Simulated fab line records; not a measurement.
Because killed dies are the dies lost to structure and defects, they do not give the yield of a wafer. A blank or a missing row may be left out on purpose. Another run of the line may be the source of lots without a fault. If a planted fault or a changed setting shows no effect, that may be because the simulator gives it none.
Matching of chambers -- flow n5-finfet -- 4 sister chambers for N5_BEOL_M12_ETCH_59 on rie-diel-03
The step etches BARC in N2/H2, target depth 89 nm, overetch 26.7 nm, time 67.9 s. 8 wafers are shown with their chamber, then 8 later ones without.

== WAFERS PAIRED WITH THEIR CHAMBERS ==
wafer,chamber,drypump-motor-current-A (A),showerhead-plenum-p-Torr (Torr)
L079.5,2,5.98,2.61
L081.6,1,5.79,2.41
L084.1,0,5.55,2.47
L084.4,1,5.78,2.41
L089.1,3,5.66,2.39
L089.2,0,5.54,2.46
L089.4,3,5.62,2.39
L091.3,2,5.97,2.60

== WAFERS WITHOUT THEIR CHAMBER ==
wafer,drypump-motor-current-A (A),showerhead-plenum-p-Torr (Torr)
L091.4,5.79,2.40
L091.5,5.52,2.46
L096.1,5.79,2.40
L096.2,5.96,2.60
L096.5,5.79,2.40
L094.2,5.77,2.40
L094.3,5.96,2.60
L094.4,5.67,2.38

== WHICH CHAMBER EACH ONE RAN IN ==
wafer,from the rows above,in truth
L091.4,1,1
L091.5,0,0
L096.1,1,1
L096.2,2,2
L096.5,1,1
L094.2,1,1
L094.3,2,2
L094.4,3,3
Placed correctly: 8 of 8. Can't be placed from these rows: 0. 0 placed wrongly.
How it was worked out, from the rows above alone: a wafer's distance from a chamber is the root of the sum, over the readings, of the square of ((its reading less the chamber's mean) divided by the reading's scatter). If the next closest chamber is less than 2 further off than the closest, the wafer can't be placed; otherwise it belongs to the closest. A chamber's mean is the mean of its shown wafers. How the scatter is found: for the shown wafers, subtract from each reading the mean of its chamber, square and add these, divide the total by (wafers less chambers), then take the root.
